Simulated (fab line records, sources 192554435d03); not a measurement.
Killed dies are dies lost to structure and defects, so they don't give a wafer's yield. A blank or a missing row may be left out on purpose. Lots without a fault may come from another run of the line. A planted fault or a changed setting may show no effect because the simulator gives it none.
fab line records | flow n5_finfet
record lots=6 wafers=16 last_day=17
route steps=1938 shown BEOL_M1@806 BEOL_M4@1111 PASSIVATION@1936
lots that met no fault: from a run of the same line without faults
start_h: hours from the record's first day to the start of the lot's first wafer shown | wait_h: hours since the lot's step before | " the same as in the row above | L1.1+2: a row that stands for several wafers | - no value, or no start given | * or withheld: withheld | < > ~ a bound
route shown NAME@n: a module of which the file shows steps, and the number in the route of the first | usual: mean/standard deviation of fault-free wafers | same: alike in all rows | chamber/n: place in a boat | sites: the reading at each site | _std_site: their standard deviation | _edge_site: outer sites' mean less inner sites' | radius_mm: how far each site lies from the wafer's centre | mask NAME#n: copy n | behind: the tool/chamber that last shaped the wafer | hold: why the lot was held/for how many hours/how that ended | device: the transistor (n, p or np) that didn't switch | end of line: the same wafers' tests at the end of the route | a step without rows: its recipe alone | killed: dies lost to structure and defects at the first sort, not the wafer's yield | map: a wafer's dies, x killed, . not, _ none there
set.NAME: the setting as run; set.NAME@STEP: as run at that earlier step | model.NAME: the simulator's own value behind a step, which no gauge read
lots at some steps of the route; a table a step, a row a wafer
services: from which hour (start_h, from the record's first day; less than 0 if before it) a tool's chamber was out of use, for how many hours, and why
## steps
# step N5_BEOL_M1_PRECLEAN_42
# recipe chemistry=residue_remover time_s=60 temp_c=40
# step N5_BEOL_M1_SRD_43
# recipe time_s=30 temp_c=23 rinse_liquid=diw dry=ipa_marangoni
# step N5_BEOL_M1_CD_MEAS_35
# recipe target_cd_nm=18 target_cd_y_nm=21 polarity=opening
# usual cd_nm=17.9/0.4
# columns lot.wafer tool chamber start_h wait_h cd_nm
L867.3 cd_sem-01 - 140.43 0.0 17.8
L867.5 " - " " 17.4
L868.4 cd_sem-02 - 143.05 0.0 17.8
L868.5 " - " " 17.9
L875.2 cd_sem-03 - 193.45 0.0 18.1
L875.5 " - " " 17.3
L875.6 " - " " 17.4
L876.3 cd_sem-03 - 194.38 0.0 18.0
L876.4 " - " " 17.5
L876.5 " - " " 18.4
L885.1 cd_sem-03 - 246.51 0.0 18.2
L885.4 " - " " 18.0
L885.6 " - " " 18.5
L887.1 cd_sem-02 - 266.75 0.0 17.8
L887.4 " - " " 17.7
L887.5 " - " " 18.1
# step N5_BEOL_M1_DEGAS_44
# recipe ambient=vacuum temp_c=250 time_s=60
# step N5_BEOL_M1_PRE_CLEAN_45
# recipe gas=H2/He time_s=30 temp_c=250
# usual heater_power_w=327/30
# columns lot.wafer tool chamber start_h wait_h heater_power_w
L867.3 pvd_sputter-02 - 140.57 0.0 275
L867.5 " - " " 281
L868.4 pvd_sputter-01 - 143.38 0.0 348
L868.5 " - " " 301
L875.2 pvd_sputter-03 - 194.15 0.0 325
L875.5 " - " " 326
L875.6 " - " " 290
L876.3 pvd_sputter-02 - 194.79 0.0 317
L876.4 " - " " 276
L876.5 " - " " 276
L885.1 pvd_sputter-03 - 246.84 0.0 315
L885.4 " - " " 333
L885.6 " - " " 319
L887.1 pvd_sputter-01 - 267.41 0.0 357
L887.4 " - " " 296
L887.5 " - " " 295
# step N5_BEOL_M1_ALD_84
# recipe material=TaN target_thk_a=* temp_c=275 ald_precursor_family=PDMAT ald_co_reactant=NH3 pressure_torr=3 carrier_flow_sccm=1500 pulse_time_s=2 purge_time_s=3 co_reactant_purge_time_s=2 co_reactant_pulse_time_s=3 ald_cycles=30 precursor_vessel_temp_c=75 precursor_vessel_pressure_torr=26.25 precursor_vessel_carrier_sccm=1000
# usual heater_power_w=410/42
# same co_reactant_purge_time_s=2 purge_time_s=3
# columns lot.wafer tool chamber start_h wait_h heater_power_w
L867.3 ald_metal-03 0 140.63 0.0 429
L867.5 " 0 " " 424
L868.4 ald_metal-04 2 143.46 0.1 354
L868.5 " 0 " " 329
L875.2 ald_metal-03 3 194.22 0.0 434
L875.5 " 0 " " 433
L875.6 " 1 " " 451
L876.3 ald_metal-03 0 194.86 0.1 422
L876.4 " 1 " " 450
L876.5 " 1 " " 451
L885.1 ald_metal-04 0 247.01 0.1 329
L885.4 " 2 " " 345
L885.6 " 1 " " 456
L887.1 ald_metal-04 3 267.48 0.0 402
L887.4 " 2 " " 356
L887.5 " 3 " " 400
# step N5_BEOL_M1_SURFACE_TREAT_85
# recipe gas=Ar time_s=* ion_energy_ev=* ion_current_ma_cm2=0.5 pressure_mtorr=* ar_flow_sccm=30
# step N5_BEOL_M1_CVD_47
# recipe material=Co target_thk_a=30 temp_c=withheld precursor=CCTBA/H2 pressure_torr=30 time_s=223.8
# step N5_BEOL_M1_SPUTTER_48
# recipe material=Cu target_thk_a=45 temp_c=-20 chamber_pressure_pa=0.07 power_w=withheld time_s=8.29
# usual chamber_pressure_pa=0.07/0.00014 chuck_gas_flow_sccm=1.27/0.054 chuck_sensor_temp_C=-16.0/0.48 throttle_valve_pct=29.8/0.77
# columns lot.wafer tool chamber start_h wait_h chamber_pressure_pa chuck_gas_flow_sccm chuck_sensor_temp_C throttle_valve_pct
L867.3 pvd_sputter-02 - 141.26 0.1 0.06989 1.40 -16.2 28.4
L867.5 " - " " 0.06996 1.27 -15.9 29.6
L868.4 pvd_sputter-01 - 143.90 0.0 0.0698 1.28 -15.9 29.6
L868.5 " - " " 0.06992 1.28 -15.1 29.2
L875.2 pvd_sputter-02 - 194.83 0.1 0.06982 1.24 -16.3 30.9
L875.5 " - " " 0.07015 1.28 -16.2 28.4
L875.6 " - " " 0.06996 1.28 -16.9 29.7
L876.3 pvd_sputter-01 - 195.68 0.3 0.06974 1.17 -16.1 29.7
L876.4 " - " " 0.0701 1.25 -16.3 30.3
L876.5 " - " " 0.07009 1.19 -16.4 30.3
L885.1 pvd_sputter-03 - 247.49 0.1 0.06995 1.29 -16.5 31.0
L885.4 " - " " 0.06986 1.32 -15.6 30.3
L885.6 " - " " 0.06986 1.16 -16.4 30.9
L887.1 pvd_sputter-01 - 268.35 0.4 0.06993 1.27 -15.9 29.5
L887.4 " - " " 0.06999 1.32 -16.2 30.5
L887.5 " - " " 0.06995 1.28 -16.2 30.7
# step N5_BEOL_M1_ANNEAL_49
# recipe temp_c=400 time_s=240 ambient=vacuum
# step N5_BEOL_M1_SPUTTER_79
# recipe material=Cu target_thk_a=45 temp_c=-20 chamber_pressure_pa=0.07 power_w=withheld time_s=8.29
# usual chamber_pressure_pa=0.07/0.00014 chuck_gas_flow_sccm=1.27/0.054 chuck_sensor_temp_C=-16.0/0.47 throttle_valve_pct=29.8/0.75
# columns lot.wafer tool chamber start_h wait_h chamber_pressure_pa chuck_gas_flow_sccm chuck_sensor_temp_C throttle_valve_pct
L867.3 pvd_sputter-02 - 141.48 0.1 0.07003 1.29 -16.0 28.7
L867.5 " - " " 0.07009 1.15 -16.0 29.5
L868.4 pvd_sputter-01 - 144.12 0.1 0.06991 1.26 -15.9 29.5
L868.5 " - " " 0.07023 1.22 -15.1 29.1
L875.2 pvd_sputter-02 - 195.05 0.1 0.07006 1.28 -16.1 31.1
L875.5 " - " " 0.07013 1.22 -16.1 28.5
L875.6 " - " " 0.07003 1.28 -17.0 29.4
L876.3 pvd_sputter-01 - 195.90 0.1 0.07002 1.17 -16.1 29.6
L876.4 " - " " 0.06988 1.28 -16.3 30.2
L876.5 " - " " 0.06984 1.23 -16.4 30.1
L885.1 pvd_sputter-03 - 247.71 0.1 0.07002 1.19 -16.4 30.8
L885.4 " - " " 0.06993 1.41 -15.5 30.5
L885.6 " - " " 0.07019 1.29 -16.6 31.3
L887.1 pvd_sputter-01 - 268.57 0.1 0.07003 1.30 -15.9 29.8
L887.4 " - " " 0.07008 1.23 -16.3 30.6
L887.5 " - " " 0.06998 1.20 -16.3 30.4
# step N5_BEOL_M1_ANNEAL_80
# recipe temp_c=400 time_s=240 ambient=vacuum
# usual heater_power_w=830/76
# columns lot.wafer tool chamber start_h wait_h heater_power_w
L867.3 pvd_sputter-02 - 141.56 0.0 987
L867.5 " - " " 680
L868.4 pvd_sputter-01 - 144.20 0.0 757
L868.5 " - " " 863
L875.2 pvd_sputter-02 - 195.13 0.0 821
L875.5 " - " " 997
L875.6 " - " " 869
L876.3 pvd_sputter-01 - 195.98 0.0 747
L876.4 " - " " 895
L876.5 " - " " 878
L885.1 pvd_sputter-03 - 247.79 0.0 812
L885.4 " - " " 790
L885.6 " - " " 801
L887.1 pvd_sputter-01 - 268.65 0.0 741
L887.4 " - " " 927
L887.5 " - " " 916
# step N5_BEOL_M1_SPUTTER_81
# recipe material=Cu target_thk_a=45 temp_c=-20 chamber_pressure_pa=0.07 power_w=withheld time_s=8.29
# usual chamber_pressure_pa=0.07/0.00015 chuck_gas_flow_sccm=1.27/0.055 chuck_sensor_temp_C=-16.0/0.48 throttle_valve_pct=29.8/0.75
# columns lot.wafer tool chamber start_h wait_h chamber_pressure_pa chuck_gas_flow_sccm chuck_sensor_temp_C throttle_valve_pct
L867.3 pvd_sputter-02 - 141.70 0.1 0.07023 1.29 -16.3 28.6
L867.5 " - " " 0.06991 1.34 -16.2 29.7
L868.4 pvd_sputter-01 - 144.34 0.1 0.06972 1.30 -16.1 29.6
L868.5 " - " " 0.07015 1.24 -15.1 29.1
L875.2 pvd_sputter-02 - 195.27 0.1 - - - -
L875.5 " - " " - - - -
L875.6 " - " " - - - -
L876.3 pvd_sputter-01 - 196.12 0.1 - - - -
L876.4 " - " " - - - -
L876.5 " - " " - - - -
L885.1 pvd_sputter-03 - 247.93 0.1 0.07004 1.27 -16.4 30.9
L885.4 " - " " 0.07009 1.25 -15.5 30.1
L885.6 " - " " 0.0697 1.21 -16.3 31.1
L887.1 pvd_sputter-01 - 268.79 0.1 0.07026 1.22 -16.0 29.6
L887.4 " - " " 0.06991 1.26 -16.3 30.3
L887.5 " - " " 0.06992 1.27 -16.4 30.3
# step N5_BEOL_M1_ANNEAL_82
# recipe temp_c=400 time_s=240 ambient=vacuum
# step N5_BEOL_M4_RC_MEAS_101
# usual DIBL_N=37.5/2 DIBL_P=37.5/2.5 IOFF_N=0.18/0.042 IOFF_P=0.24/0.046 ION_N=677/15 ION_P=464/9.5 SS_N=72.0/0.76 SS_P=73.6/0.79 VT_N=249/3.5 VT_P=-249/3.2
# columns lot.wafer tool chamber start_h wait_h DIBL_N[mV/V] DIBL_P[mV/V] IOFF_N[nA/um] IOFF_P[nA/um] ION_N[uA/um] ION_P[uA/um] SS_N[mV/dec] SS_P[mV/dec] VT_N[mV] VT_P[mV]
L867.3 prober-01 0 173.87 0.3 35.2 35.4 0.14 0.19 675 468 71.8 73.5 253 -253
L867.5 " 0 " " 32.2 31.5 0.10 0.14 653 448 70.7 71.8 257 -257
L868.4 prober-01 0 181.62 0.5 36.7 37.3 0.16 0.19 664 450 72.0 73.3 253 -253
L868.5 " 0 " " 36.8 36.0 0.19 0.18 656 448 73.0 73.4 250 -256
L875.2 prober-01 0 225.04 0.2 40.0 42.0 0.24 0.31 682 461 72.6 75.7 247 -248
L875.5 " 0 " " 37.6 39.6 0.19 0.26 683 468 71.8 73.9 250 -248
L875.6 " 0 " " 38.4 39.7 0.24 0.28 680 467 72.7 75.1 249 -246
L876.3 prober-01 0 228.52 0.3 37.1 39.9 0.19 0.23 687 469 72.2 73.7 250 -249
L876.4 " 0 " " 36.6 39.2 0.17 0.24 644 444 72.4 75.0 255 -252
L876.5 " 0 " " 38.6 40.8 0.21 0.24 695 468 72.7 74.7 247 -250
L885.1 prober-01 0 290.49 0.0 38.4 36.7 0.21 0.25 700 471 72.7 73.4 246 -247
L885.4 " 0 " " 37.5 37.2 0.20 0.26 697 478 72.6 73.3 245 -246
L885.6 " 0 " " 37.0 36.1 0.19 0.25 688 473 71.2 73.6 245 -247
L887.1 prober-01 0 305.25 0.0 39.0 37.2 0.21 0.22 659 448 72.9 74.2 250 -253
L887.4 " 0 " " 37.8 37.0 0.19 0.22 703 469 72.0 73.6 248 -250
L887.5 " 0 " " 37.5 37.1 0.18 0.21 693 473 71.9 73.5 246 -253
# step N5_PASSIVATION_PROBE_49
# usual defect_limited_yield=91.8/1.5 killed_at_M0_to_M3=33/11 killed_at_M4_up=13/5 killed_at_contacts=11/5.6 killed_at_front_end=36/12 killed_at_other=3.4/2.5 killed_dies=97/18 killed_open=64/13 killed_short=31/6.9 sort_bin_5_function=4.8/1 sort_bin_6_memory=3.1/0.64 sort_bin_8_speed=0.00/0.014 sort_n_pass=1083/18 sort_yield_pct=91.8/1.5
# same gross_dies=1180 killed_at_back_side=0 sort_bin_4_leakage[%]=0
# columns lot.wafer tool chamber start_h wait_h defect_limited_yield[%] killed_at_M0_to_M3 killed_at_M4_up killed_at_contacts killed_at_front_end killed_at_other killed_dies killed_open killed_short sort_bin_5_function[%] sort_bin_6_memory[%] sort_bin_8_speed[%] sort_n_pass sort_yield_pct[%]
L867.3 prober-01 - 279.30 0.1 90.3 34 10 13 57 0 114 80 33 5.0 4.2 0 1066 90.3
L867.5 prober-01 - 279.40 0.2 91.9 41 7 7 38 2 95 50 40 4.7 2.9 0 1085 91.9
L868.4 prober-01 - 286.25 0.2 89.1 60 22 13 31 3 129 100 29 6.7 4.0 0 1051 89.1
L868.5 prober-01 - 286.30 0.2 93.2 18 14 16 28 4 80 55 25 4.2 2.1 0 1100 93.2
L875.2 prober-01 - 325.50 0.1 90.6 41 17 15 36 2 111 68 32 5.8 3.2 0 1069 90.6
L875.5 prober-01 - 325.65 0.2 90.2 40 17 18 40 1 116 68 42 5.8 3.4 0 1064 90.2
L875.6 prober-01 - 325.70 0.3 92.3 21 22 9 37 2 91 64 24 4.2 3.4 0 1089 92.3
L876.3 prober-01 - 327.84 0.4 88.6 46 27 6 47 8 134 87 42 7.0 3.9 0 1046 88.6
L876.4 prober-01 - 327.89 0.5 91.9 28 17 11 35 5 96 55 39 4.9 3.1 0 1084 91.9
L876.5 prober-01 - 327.94 0.5 92.0 33 9 11 36 5 94 57 33 4.3 3.5 0 1086 92.0
L885.1 prober-02 - 393.78 0.0 94.0 15 9 18 26 3 71 49 21 3.7 2.0 0 1109 94.0
L885.4 prober-02 - 393.93 0.2 94.7 16 10 8 28 0 62 43 14 3.2 1.9 0 1118 94.7
L885.6 prober-02 - 394.03 0.3 93.1 32 9 2 38 1 82 53 24 3.1 3.2 0.08 1098 93.1
L887.1 prober-02 - 409.38 0.0 93.8 16 20 6 27 4 73 51 22 3.6 2.6 0 1107 93.8
L887.4 prober-02 - 409.53 0.2 91.9 34 16 10 33 2 95 68 27 4.2 3.6 0 1085 91.9
L887.5 prober-02 - 409.58 0.2 91.6 36 13 20 28 2 99 69 29 4.2 3.6 0 1081 91.6
# killed by level:class
L867.3 FIN_SAQP:geometric_particle:open=20 MOL_CONTACT_COAG:geometric_particle:open=10 BEOL_M3:geometric_particle:open=9 FIN_SAQP:geometric_particle:short=7 GATE_CUT:geometric_particle:short=6 BEOL_M0_SAQP:geometric_particle:open=6 STI_FIN_REVEAL:geometric_particle:open=5 DUMMY_GATE:geometric_particle:open=5
L867.5 FIN_SAQP:geometric_particle:short=16 BEOL_M0_SAQP:geometric_particle:short=11 BEOL_M3:geometric_particle:open=11 BEOL_M0_SAQP:geometric_particle:open=10 FIN_SAQP:geometric_particle:open=6 DUMMY_GATE:geometric_particle:open=4 MOL_CONTACT_COAG:geometric_particle:open=4 MOL_CONTACT_COAG:geometric_particle:short=3
L868.4 BEOL_M0_SAQP:geometric_particle:open=20 BEOL_M4:geometric_particle:open=16 BEOL_M3:geometric_particle:open=14 FIN_SAQP:geometric_particle:open=13 BEOL_M0_SAQP:geometric_particle:short=12 MOL_CONTACT_COAG:geometric_particle:open=8 STI_FIN_REVEAL:geometric_particle:open=7 MOL_CONTACT_COAG:geometric_particle:short=5
L868.5 MOL_CONTACT_COAG:geometric_particle:open=11 FIN_SAQP:geometric_particle:open=8 BEOL_M3:geometric_particle:open=8 BEOL_M4:geometric_particle:open=8 MOL_CONTACT_COAG:geometric_particle:short=5 STARTING-WAFER:geometric_particle:short=5 GATE_CUT:geometric_particle:short=4 STI_FIN_REVEAL:geometric_particle:open=3
L875.2 MOL_CONTACT_COAG:geometric_particle:open=12 FIN_SAQP:geometric_particle:open=11 BEOL_M0_SAQP:geometric_particle:open=8 BEOL_M0_SAQP:geometric_particle:short=7 BEOL_M2:geometric_particle:open=7 BEOL_M1:interface_void_opened=7 FIN_SAQP:geometric_particle:short=5 BEOL_M1:geometric_particle:open=5
L875.5 STI_FIN_REVEAL:geometric_particle:open=14 MOL_CONTACT_COAG:geometric_particle:open=12 BEOL_M4:geometric_particle:open=11 BEOL_M0_SAQP:geometric_particle:short=10 BEOL_M3:geometric_particle:open=8 FIN_SAQP:geometric_particle:short=7 FIN_SAQP:geometric_particle:open=6 MOL_CONTACT_COAG:geometric_particle:short=6
L875.6 DUMMY_GATE:geometric_particle:open=8 MOL_CONTACT_COAG:geometric_particle:open=8 BEOL_M4:geometric_particle:open=8 FIN_SAQP:geometric_particle:open=7 BEOL_M1:geometric_particle:open=5 BEOL_M3:geometric_particle:open=5 STI_FIN_REVEAL:geometric_particle:open=4 STI_FIN_REVEAL:geometric_particle:short=4
L876.3 BEOL_M3:geometric_particle:open=11 FIN_SAQP:geometric_particle:short=9 FIN_SAQP:geometric_particle:open=9 STI_FIN_REVEAL:geometric_particle:open=9 BEOL_M1:geometric_particle:open=8 BEOL_M0_SAQP:geometric_particle:open=7 BEOL_M4:geometric_particle:open=7 MOL_CONTACT_COAG:geometric_particle:open=5
L876.4 FIN_SAQP:geometric_particle:short=12 BEOL_M0_SAQP:geometric_particle:open=10 BEOL_M4:geometric_particle:open=8 STI_FIN_REVEAL:geometric_particle:open=6 MOL_CONTACT_COAG:geometric_particle:open=6 MOL_CONTACT_COAG:geometric_particle:short=5 BEOL_M0_SAQP:geometric_particle:short=5 FIN_SAQP:geometric_particle:open=4
L876.5 STI_FIN_REVEAL:geometric_particle:open=12 MOL_CONTACT_COAG:geometric_particle:open=9 BEOL_M0_SAQP:geometric_particle:open=8 BEOL_M0_SAQP:geometric_particle:short=8 FIN_SAQP:geometric_particle:open=5 FIN_SAQP:geometric_particle:short=5 BEOL_M1:geometric_particle:open=4 BEOL_M4:geometric_particle:open=4
L885.1 MOL_CONTACT_COAG:geometric_particle:open=15 STI_FIN_REVEAL:geometric_particle:open=13 BEOL_M1:geometric_particle:open=7 STI_FIN_REVEAL:geometric_particle:short=4 BEOL_M8:geometric_particle:open=4 MOL_CONTACT_COAG:geometric_particle:short=3 BEOL_M1:geometric_particle:short=3 STARTING-WAFER:geometric_particle:short=3
L885.4 STI_FIN_REVEAL:geometric_particle:open=12 BEOL_M1:geometric_particle:open=8 MOL_CONTACT_COAG:geometric_particle:open=6 FIN_SAQP:geometric_particle:short=4 BEOL_M6:geometric_particle:open=3 FIN_SAQP:geometric_particle:open=2 STI_FIN_REVEAL:geometric_particle:short=2 MOL_CONTACT_COAG:geometric_particle:short=2
L885.6 STI_FIN_REVEAL:geometric_particle:open=13 BEOL_M1:geometric_particle:open=10 DUMMY_GATE:geometric_particle:open=6 BEOL_M2:geometric_particle:open=6 BEOL_M0_SAQP:geometric_particle:short=5 BEOL_M1:geometric_particle:short=5 GATE_CUT:geometric_particle:open=3 FIN_SAQP:geometric_particle:open=2
L887.1 BEOL_M4:geometric_particle:open=9 STI_FIN_REVEAL:geometric_particle:open=7 BEOL_M0_SAQP:geometric_particle:open=7 FIN_SAQP:geometric_particle:short=5 FIN_SAQP:geometric_particle:open=5 MOL_CONTACT_COAG:geometric_particle:open=4 BEOL_M3:geometric_particle:open=4 DUMMY_GATE:geometric_particle:open=3
L887.4 BEOL_M3:geometric_particle:open=18 BEOL_M4:geometric_particle:open=11 DUMMY_GATE:geometric_particle:open=7 MOL_CONTACT_COAG:geometric_particle:open=7 STI_FIN_REVEAL:geometric_particle:open=6 BEOL_M2:geometric_particle:open=5 FIN_SAQP:geometric_particle:short=4 BEOL_M0_SAQP:geometric_particle:short=4
L887.5 MOL_CONTACT_COAG:geometric_particle:open=16 BEOL_M0_SAQP:geometric_particle:open=10 BEOL_M0_SAQP:geometric_particle:short=9 STI_FIN_REVEAL:geometric_particle:open=7 DUMMY_GATE:geometric_particle:open=6 MOL_CONTACT_COAG:geometric_particle:short=4 BEOL_M2:geometric_particle:open=4 BEOL_M3:geometric_particle:open=4
## services
# columns tool chamber start_h hours kind
pvd_sputter-02 - 121.61 1.8 repair
ald_metal-03 - 228.60 6.0 pm
pvd_sputter-01 - 252.79 1.5 repair
## key
first_sign step=N5_BEOL_M1_SPUTTER_81 reading=tool_record direction=missing
effect none on later readings
met_at N5_BEOL_M1_SPUTTER_81
struck_wafers L875.2,L875.5,L875.6,L876.3,L876.4,L876.5
onset_between 144.34 195.27
fault kind=skipped_step_whole tool=pvd_sputter-01,pvd_sputter-02 chamber=- onset_h=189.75 steps=N5_BEOL_M1_SPUTTER_81 scope=struck_lots_only
